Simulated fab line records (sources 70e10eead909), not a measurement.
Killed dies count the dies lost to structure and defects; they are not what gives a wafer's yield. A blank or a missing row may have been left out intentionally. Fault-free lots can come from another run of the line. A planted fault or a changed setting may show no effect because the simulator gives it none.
Which of the tools did it? + flow nand_harc + 24 lots, 72 wafers sampled, at 6 steps of a route of 1159

## WHAT THE GAUGES SHOWED, per wafer
Not one reading of a measure or inspect step in the record can be checked against a usual standard deviation.

## WHICH TOOL RAN EACH LOT (tool, then ch and the chambers of the sampled wafers, then the start)
| lot  | NHARC_A_STAIRCASE_DEP_259       | NHARC_A_STAIRCASE_ETCH_452                    | NHARC_A_STAIRCASE_ETCH_313         | NHARC_A_STAIRCASE_DEP_417       | NHARC_A_WL_FILL_ETCHBACK_04       | NHARC_A_CONTACT_ETCH_119             |
|------|---------------------------------|-----------------------------------------------|------------------------------------|---------------------------------|-----------------------------------|--------------------------------------|
| L074 | pecvd-01 ch 0,1,2, day 11 22:13 | rie_diel-08 ch 0,2,3, day 12 04:32 or earlier | rie_diel-01 ch 0,2,3, day 12 04:32 | pecvd-04 ch 0,1,2, day 12 08:49 | rie_metal-03 ch 0,1, day 15 09:59 | har_cap_etch-02 ch 0,1, day 16 17:28 |
| L075 | pecvd-04 ch 0,1,2, day 11 23:46 | rie_diel-01 ch 0,1,2, day 12 07:00 or earlier | rie_diel-01 ch 0,1,2, day 12 07:00 | pecvd-01 ch 1,2, day 12 11:09   | rie_metal-01 ch 0,1, day 15 08:34 | har_cap_etch-01 ch 0,1, day 16 16:25 |
| L078 | pecvd-03 ch 0,1,2, day 12 07:28 | rie_diel-01 ch 2,3, day 12 14:38 or earlier   | rie_diel-01 ch 1,2, day 12 14:38   | pecvd-03 ch 1,2, day 12 18:53   | rie_metal-02 ch 0,1, day 15 15:19 | har_cap_etch-01 ch 0,1, day 16 21:35 |
| L077 | pecvd-03 ch 1,2, day 12 08:41   | rie_diel-08 ch 0,1,2, day 12 16:37 or earlier | rie_diel-02 ch 0,2,3, day 12 16:37 | pecvd-01 ch 0,1,2, day 12 20:41 | rie_metal-01 ch 0,1, day 15 15:46 | har_cap_etch-03 ch 0,1, day 16 20:49 |
| L076 | pecvd-01 ch 0,1, day 12 13:59   | rie_diel-02 ch 0,3, day 12 20:07 or earlier   | rie_diel-02 ch 2,3, day 12 20:07   | pecvd-03 ch 1,2, day 13 00:39   | rie_metal-02 ch 0,1, day 16 05:04 | har_cap_etch-02 ch 0,1, day 17 17:08 |
| L079 | pecvd-04 ch 0,2, day 12 17:22   | rie_diel-02 ch 0,1,2, day 12 23:53 or earlier | rie_diel-08 ch 1,3, day 12 23:53   | pecvd-01 ch 1,2, day 13 04:33   | rie_metal-03 ch 1, day 16 04:50   | har_cap_etch-01 ch 0,1, day 17 16:37 |
| L081 | pecvd-01 ch 0,2, day 13 10:38   | rie_diel-08 ch 1,3, day 13 18:57 or earlier   | rie_diel-02 ch 2,3, day 13 18:57   | pecvd-04 ch 1,2, day 14 00:01   | rie_metal-03 ch 0,1, day 16 22:40 | har_cap_etch-03 ch 0,1, day 18 03:19 |
| L080 | pecvd-04 ch 0,2, day 13 17:49   | rie_diel-01 ch 0,1, day 14 01:03 or earlier   | rie_diel-02 ch 1,2, day 14 01:03   | pecvd-04 ch 0,1,2, day 14 05:55 | rie_metal-03 ch 0,1, day 17 04:22 | har_cap_etch-03 ch 0,1, day 18 08:36 |
| L084 | pecvd-01 ch 0,1,2, day 13 19:58 | rie_diel-01 ch 0,2,3, day 14 02:41 or earlier | rie_diel-01 ch 0,3, day 14 02:41   | pecvd-01 ch 0,1,2, day 14 08:48 | rie_metal-03 ch 0,1, day 17 01:36 | har_cap_etch-02 ch 0,1, day 18 03:11 |
| L083 | pecvd-04 ch 0,1,2, day 13 21:23 | rie_diel-02 ch 1,2,3, day 14 03:52 or earlier | rie_diel-08 ch 0,1,2, day 14 03:52 | pecvd-01 ch 1,2, day 14 09:52   | rie_metal-01 ch 0,1, day 17 13:20 | har_cap_etch-01 ch 0,1, day 18 18:30 |
| L082 | pecvd-03 ch 0,1,2, day 13 21:41 | rie_diel-01 ch 1,2,3, day 14 06:43 or earlier | rie_diel-02 ch 1,2,3, day 14 06:43 | pecvd-01 ch 0,1, day 14 11:16   | rie_metal-03 ch 0,1, day 17 12:20 | har_cap_etch-03 ch 0,1, day 18 20:04 |
| L088 | pecvd-04 ch 0, day 14 19:17     | rie_diel-08 ch 2,3, day 15 03:41 or earlier   | rie_diel-01 ch 0,1, day 15 03:41   | pecvd-04 ch 0,2, day 15 07:53   | rie_metal-01 ch 0,1, day 18 04:46 | har_cap_etch-01 ch 0,1, day 19 08:59 |
| L087 | pecvd-01 ch 0,1, day 14 22:05   | rie_diel-01 ch 1,3, day 15 05:52 or earlier   | rie_diel-08 ch 0,2,3, day 15 05:52 | pecvd-04 ch 0,1,2, day 15 10:19 | rie_metal-03 ch 0,1, day 18 04:01 | har_cap_etch-03 ch 1, day 19 09:29   |
| L085 | pecvd-03 ch 0,1,2, day 15 04:07 | rie_diel-01 ch 1,2,3, day 15 12:30 or earlier | rie_diel-08 ch 0,2,3, day 15 12:30 | pecvd-01 ch 0,1, day 15 17:06   | rie_metal-01 ch 0,1, day 18 17:02 | har_cap_etch-01 ch 0,1, day 19 23:08 |
| L086 | pecvd-01 ch 0,1, day 15 04:34   | rie_diel-01 ch 2,3, day 15 14:09 or earlier   | rie_diel-01 ch 0,2,3, day 15 14:09 | pecvd-03 ch 1,2, day 15 18:28   | rie_metal-02 ch 0,1, day 18 17:26 | har_cap_etch-02 ch 0,1, day 19 22:25 |
| L090 | pecvd-03 ch 1,2, day 15 14:20   | rie_diel-02 ch 0,1, day 15 22:09 or earlier   | rie_diel-01 ch 1,3, day 15 22:09   | pecvd-03 ch 0,1,2, day 16 02:40 | rie_metal-01 ch 1, day 19 04:44   | har_cap_etch-02 ch 0,1, day 20 09:39 |
| L089 | pecvd-01 ch 0,2, day 15 16:04   | rie_diel-02 ch 0,2,3, day 15 23:49 or earlier | rie_diel-01 ch 0,2,3, day 15 23:49 | pecvd-04 ch 1,2, day 16 03:59   | rie_metal-02 ch 0,1, day 19 09:46 | har_cap_etch-03 ch 0,1, day 20 20:55 |
| L092 | pecvd-01 ch 0,1,2, day 15 19:08 | rie_diel-01 ch 1,2,3, day 16 01:41 or earlier | rie_diel-01 ch 1,2,3, day 16 01:41 | pecvd-03 ch 1,2, day 16 05:44   | rie_metal-02 ch 0,1, day 19 07:31 | har_cap_etch-02 ch 0,1, day 20 15:02 |
| L091 | pecvd-04 ch 0,1,2, day 15 19:47 | rie_diel-02 ch 0,1,3, day 16 02:37 or earlier | rie_diel-08 ch 0,1,3, day 16 02:37 | pecvd-01 ch 0,1,2, day 16 07:06 | rie_metal-02 ch 0,1, day 19 05:24 | har_cap_etch-03 ch 0,1, day 20 09:56 |
| L094 | pecvd-04 ch 0,1,2, day 16 12:38 | rie_diel-01 ch 0,3, day 16 18:50 or earlier   | rie_diel-01 ch 0,1,3, day 16 18:50 | pecvd-01 ch 0,2, day 16 23:22   | rie_metal-03 ch 0,1, day 20 07:05 | har_cap_etch-03 ch 0,1, day 21 12:14 |
| L095 | pecvd-04 ch 0,1,2, day 16 14:32 | rie_diel-01 ch 0,1,3, day 16 21:23 or earlier | rie_diel-08 ch 1,2,3, day 16 21:23 | pecvd-03 ch 0,1, day 17 02:03   | rie_metal-01 ch 0,1, day 20 04:20 | har_cap_etch-02 ch 0,1, day 21 16:23 |
| L093 | pecvd-04 ch 0,1, day 16 15:17   | rie_diel-08 ch 0,1,2, day 16 21:34 or earlier | rie_diel-02 ch 0,2,3, day 16 21:34 | pecvd-01 ch 0,1, day 17 01:53   | rie_metal-01 ch 0,1, day 20 09:54 | har_cap_etch-02 ch 0,1, day 21 21:38 |
| L096 | pecvd-01 ch 0,1,2, day 16 16:01 | rie_diel-01 ch 0,2, day 16 23:08 or earlier   | rie_diel-02 ch 0,1,2, day 16 23:08 | pecvd-03 ch 0,1, day 17 03:44   | rie_metal-02 ch 0,1, day 20 08:31 | har_cap_etch-03 ch 0,1, day 21 21:10 |
| L097 | pecvd-04 ch 0,2, day 17 05:30   | rie_diel-08 ch 0,1,2, day 17 12:16 or earlier | rie_diel-08 ch 0,1,3, day 17 12:16 | pecvd-04 ch 1,2, day 17 17:49   | rie_metal-02 ch 0,1, day 20 23:30 | har_cap_etch-01 ch 0,1, day 22 05:25 |
- NHARC_A_STAIRCASE_DEP_259: deposits SiON, target thk 30 nm.
- NHARC_A_STAIRCASE_ETCH_452: etches the open film in CF4/O2, target depth 30 nm, overetch 3 nm, time 16.5 s.
- NHARC_A_STAIRCASE_ETCH_313: etches the open film in CF4/CHF3.
- NHARC_A_STAIRCASE_DEP_417: deposits Si3N4, target thk 60 nm.
- NHARC_A_WL_FILL_ETCHBACK_04: etches the open film in NF3, target depth 60 nm, time 120 s.
- NHARC_A_CONTACT_ETCH_119: etches the open film in C4F8/O2/Ar, time 94 s, target depth 922 nm.

## WHAT THE TOOLS THEMSELVES READ (means of the sampled wafers that have a number; where no wafer has one, the mark that the record gives instead)
NHARC_A_STAIRCASE_DEP_259. Usual: heater_power_w at 699 W, with a standard deviation of 87.
| lot  | tool     | heater_power_w (W) | flag |
|------|----------|--------------------|------|
| L074 | pecvd-01 | 692                |      |
| L075 | pecvd-04 | 643                |      |
| L078 | pecvd-03 | 702                |      |
| L077 | pecvd-03 | 821                |      |
| L076 | pecvd-01 | 729                |      |
| L079 | pecvd-04 | 714                |      |
| L081 | pecvd-01 | 716                |      |
| L080 | pecvd-04 | 758                |      |
| L084 | pecvd-01 | 694                |      |
| L083 | pecvd-04 | 700                |      |
| L082 | pecvd-03 | 738                |      |
| L088 | pecvd-04 | 731                |      |
| L087 | pecvd-01 | 667                |      |
| L085 | pecvd-03 | 730                |      |
| L086 | pecvd-01 | 770                |      |
| L090 | pecvd-03 | 819                |      |
| L089 | pecvd-01 | 755                |      |
| L092 | pecvd-01 | 703                |      |
| L091 | pecvd-04 | 654                |      |
| L094 | pecvd-04 | 646                |      |
| L095 | pecvd-04 | 653                |      |
| L093 | pecvd-04 | 620                |      |
| L096 | pecvd-01 | 743                |      |
| L097 | pecvd-04 | 735                |      |

NHARC_A_STAIRCASE_ETCH_452. Usual: drypump_motor_current_A 5.8 A, standard deviation 0.45; oes_product_au 0.996 a.u., standard deviation 0.013; rf_vpp_V 197.5 V, standard deviation 1.2; showerhead_plenum_p_Torr 1.32 Torr, standard deviation 0.043; throttle_valve_pct 13.397 %, standard deviation 0.0093.
| lot  | tool        | drypump_motor_current_A (A) | oes_product_au (a.u.) | rf_vpp_V (V) | showerhead_plenum_p_Torr (Torr) | throttle_valve_pct (%) | flag |
|------|-------------|-----------------------------|-----------------------|--------------|---------------------------------|------------------------|------|
| L074 | rie_diel-08 | 5.8                         | 0.987                 | 197.9        | 1.34                            | 13.387                 |      |
| L075 | rie_diel-01 | 6.1                         | 0.986                 | 198.1        | 1.33                            | 13.398                 |      |
| L078 | rie_diel-01 | 5.8                         | 0.992                 | 197.2        | 1.30                            | 13.393                 |      |
| L077 | rie_diel-08 | 5.7                         | 0.994                 | 197.0        | 1.31                            | 13.407                 |      |
| L076 | rie_diel-02 | 5.4                         | 1.011                 | 198.5        | 1.34                            | 13.412                 |      |
| L079 | rie_diel-02 | 5.6                         | 1.001                 | 197.0        | 1.33                            | 13.389                 |      |
| L081 | rie_diel-08 | 5.1                         | 0.997                 | 197.2        | 1.32                            | 13.392                 |      |
| L080 | rie_diel-01 | 6.3                         | 0.982                 | 197.9        | 1.32                            | 13.403                 |      |
| L084 | rie_diel-01 | 6.0                         | 0.995                 | 196.9        | 1.29                            | 13.402                 |      |
| L083 | rie_diel-02 | 6.0                         | 0.997                 | 197.7        | 1.33                            | 13.388                 |      |
| L082 | rie_diel-01 | 5.7                         | 1.010                 | 197.4        | 1.31                            | 13.394                 |      |
| L088 | rie_diel-08 | 5.7                         | 1.008                 | 198.6        | 1.37                            | 13.404                 |      |
| L087 | rie_diel-01 | 5.6                         | 1.001                 | 197.8        | 1.33                            | 13.386                 |      |
| L085 | rie_diel-01 | 5.7                         | 0.978                 | 197.4        | 1.31                            | 13.398                 |      |
| L086 | rie_diel-01 | 5.8                         | 0.992                 | 197.3        | 1.29                            | 13.401                 |      |
| L090 | rie_diel-02 | 5.3                         | 0.997                 | 197.6        | 1.35                            | 13.393                 |      |
| L089 | rie_diel-02 | 5.7                         | 0.996                 | 197.3        | 1.31                            | 13.395                 |      |
| L092 | rie_diel-01 | 5.7                         | 0.992                 | 197.2        | 1.31                            | 13.393                 |      |
| L091 | rie_diel-02 | 5.7                         | 0.998                 | 198.4        | 1.35                            | 13.393                 |      |
| L094 | rie_diel-01 | 5.9                         | 0.995                 | 196.6        | 1.27                            | 13.400                 |      |
| L095 | rie_diel-01 | 5.9                         | 1.008                 | 197.8        | 1.30                            | 13.396                 |      |
| L093 | rie_diel-08 | 5.7                         | 0.998                 | 197.1        | 1.31                            | 13.406                 |      |
| L096 | rie_diel-01 | 6.4                         | 0.996                 | 197.3        | 1.30                            | 13.399                 |      |
| L097 | rie_diel-08 | 5.7                         | 0.997                 | 197.5        | 1.30                            | 13.399                 |      |

NHARC_A_STAIRCASE_ETCH_313. Usual: chf3_flow_sccm 30.01 sccm, standard deviation 0.096; drypump_motor_current_A 5.8 A, standard deviation 0.45; oes_product_au 0.934 a.u., standard deviation 0.021; rf_vpp_V 369.9 V, standard deviation 2; showerhead_plenum_p_Torr 1.55 Torr, standard deviation 0.049; throttle_valve_pct 16.803 %, standard deviation 0.0099.
| lot  | tool        | chf3_flow_sccm (sccm) | drypump_motor_current_A (A) | oes_product_au (a.u.) | rf_vpp_V (V) | showerhead_plenum_p_Torr (Torr) | throttle_valve_pct (%) | flag |
|------|-------------|-----------------------|-----------------------------|-----------------------|--------------|---------------------------------|------------------------|------|
| L074 | rie_diel-01 | 30.03                 | 6.0                         | 0.953                 | 368.8        | 1.53                            | 16.797                 |      |
| L075 | rie_diel-01 | 29.98                 | 6.1                         | 0.919                 | 370.7        | 1.57                            | 16.802                 |      |
| L078 | rie_diel-01 | 30.04                 | 5.8                         | 0.929                 | 370.8        | 1.60                            | 16.799                 |      |
| L077 | rie_diel-02 | 29.95                 | 5.7                         | 0.981                 | 369.6        | 1.56                            | 16.819                 |      |
| L076 | rie_diel-02 | 30.09                 | 6.0                         | 0.930                 | 370.4        | 1.56                            | 16.799                 |      |
| L079 | rie_diel-08 | 30.09                 | 5.2                         | 0.911                 | 370.6        | 1.59                            | 16.811                 |      |
| L081 | rie_diel-02 | 30.02                 | 6.0                         | 0.970                 | 369.3        | 1.55                            | 16.799                 |      |
| L080 | rie_diel-02 | 29.96                 | 5.9                         | 0.921                 | 369.5        | 1.55                            | 16.801                 |      |
| L084 | rie_diel-01 | 29.99                 | 6.2                         | 0.912                 | 368.5        | 1.51                            | 16.804                 |      |
| L083 | rie_diel-08 | 30.09                 | 5.7                         | 0.943                 | 369.2        | 1.55                            | 16.792                 |      |
| L082 | rie_diel-02 | 29.87                 | 6.0                         | 0.947                 | 370.1        | 1.57                            | 16.804                 |      |
| L088 | rie_diel-01 | 30.11                 | 6.3                         | 0.974                 | 369.7        | 1.56                            | 16.802                 |      |
| L087 | rie_diel-08 | 29.96                 | 5.8                         | 0.925                 | 370.5        | 1.57                            | 16.800                 |      |
| L085 | rie_diel-08 | 29.88                 | 5.8                         | 0.938                 | 371.3        | 1.57                            | 16.798                 |      |
| L086 | rie_diel-01 | 30.03                 | 6.0                         | 0.915                 | 367.9        | 1.52                            | 16.805                 |      |
| L090 | rie_diel-01 | 30.04                 | 5.6                         | 0.918                 | 368.7        | 1.52                            | 16.798                 |      |
| L089 | rie_diel-01 | 29.89                 | 6.0                         | 0.912                 | 368.6        | 1.52                            | 16.802                 |      |
| L092 | rie_diel-01 | 30.07                 | 5.7                         | 0.921                 | 369.7        | 1.55                            | 16.808                 |      |
| L091 | rie_diel-08 | 29.98                 | 5.5                         | 0.918                 | 370.5        | 1.54                            | 16.809                 |      |
| L094 | rie_diel-01 | 29.95                 | 5.9                         | 0.924                 | 369.6        | 1.54                            | 16.801                 |      |
| L095 | rie_diel-08 | 29.93                 | 5.4                         | 0.930                 | 371.6        | 1.58                            | 16.801                 |      |
| L093 | rie_diel-02 | 30.05                 | 5.7                         | 0.914                 | 370.1        | 1.55                            | 16.805                 |      |
| L096 | rie_diel-02 | 29.96                 | 5.7                         | 0.963                 | 370.0        | 1.56                            | 16.815                 |      |
| L097 | rie_diel-08 | 29.93                 | 5.5                         | 0.922                 | 369.5        | 1.53                            | 16.797                 |      |

NHARC_A_STAIRCASE_DEP_417. Usual: heater_power_w at 675 W, with a standard deviation of 88.
| lot  | tool     | heater_power_w (W) | flag |
|------|----------|--------------------|------|
| L074 | pecvd-04 | 609                |      |
| L075 | pecvd-01 | 625                |      |
| L078 | pecvd-03 | 778                |      |
| L077 | pecvd-01 | 669                |      |
| L076 | pecvd-03 | 804                |      |
| L079 | pecvd-01 | 618                |      |
| L081 | pecvd-04 | 610                |      |
| L080 | pecvd-04 | 603                |      |
| L084 | pecvd-01 | 640                |      |
| L083 | pecvd-01 | 648                |      |
| L082 | pecvd-01 | 685                |      |
| L088 | pecvd-04 | 659                |      |
| L087 | pecvd-04 | 657                |      |
| L085 | pecvd-01 | 736                |      |
| L086 | pecvd-03 | 743                |      |
| L090 | pecvd-03 | 692                |      |
| L089 | pecvd-04 | 589                |      |
| L092 | pecvd-03 | 749                |      |
| L091 | pecvd-01 | 684                |      |
| L094 | pecvd-01 | 773                |      |
| L095 | pecvd-03 | 623                |      |
| L093 | pecvd-01 | 639                |      |
| L096 | pecvd-03 | 712                |      |
| L097 | pecvd-04 | 708                |      |

NHARC_A_WL_FILL_ETCHBACK_04. Usual: drypump_motor_current_A 5.3 A, standard deviation 0.41; oes_product_au 0.993 a.u., standard deviation 0.011.
| lot  | tool         | drypump_motor_current_A (A) | oes_product_au (a.u.) | flag |
|------|--------------|-----------------------------|-----------------------|------|
| L074 | rie_metal-03 | 5.4                         | 0.983                 |      |
| L075 | rie_metal-01 | 5.7                         | 1.003                 |      |
| L078 | rie_metal-02 | 4.9                         | 0.988                 |      |
| L077 | rie_metal-01 | 5.7                         | 1.002                 |      |
| L076 | rie_metal-02 | 4.9                         | 1.008                 |      |
| L079 | rie_metal-03 | 5.5                         | 0.981                 |      |
| L081 | rie_metal-03 | 5.3                         | 0.988                 |      |
| L080 | rie_metal-03 | 5.2                         | 0.990                 |      |
| L084 | rie_metal-03 | 5.3                         | 0.980                 |      |
| L083 | rie_metal-01 | 5.8                         | 0.993                 |      |
| L082 | rie_metal-03 | 5.4                         | 0.987                 |      |
| L088 | rie_metal-01 | 5.6                         | 1.002                 |      |
| L087 | rie_metal-03 | 5.4                         | 0.996                 |      |
| L085 | rie_metal-01 | 5.7                         | 1.000                 |      |
| L086 | rie_metal-02 | 4.8                         | 0.993                 |      |
| L090 | rie_metal-01 | 5.5                         | 0.999                 |      |
| L089 | rie_metal-02 | 4.8                         | 0.997                 |      |
| L092 | rie_metal-02 | 4.9                         | 0.995                 |      |
| L091 | rie_metal-02 | 4.9                         | 0.997                 |      |
| L094 | rie_metal-03 | 5.3                         | 0.967                 |      |
| L095 | rie_metal-01 | 5.8                         | 0.996                 |      |
| L093 | rie_metal-01 | 5.6                         | 1.004                 |      |
| L096 | rie_metal-02 | 4.9                         | 1.002                 |      |
| L097 | rie_metal-02 | 4.9                         | 1.006                 |      |

## THE ANSWER, worked out from the rows above alone
Rule: lot off if the mean of its wafers having a number is beyond 3 standard deviations from the usual mean. A lot without any number at a reading at which 4 lots or more have one is off too. All remaining lots with rows at the step are treated as sound. First the gauges in route order, then the tools' own readings, where a lot's mean is used as printed above. At the first step where some lot is off, the reading lying furthest off is the one used; lots without a number count as furthest.
Across all readings shown, no lot is off: no conclusion can be drawn from this.

## WHAT THE SIMULATOR PUT IN
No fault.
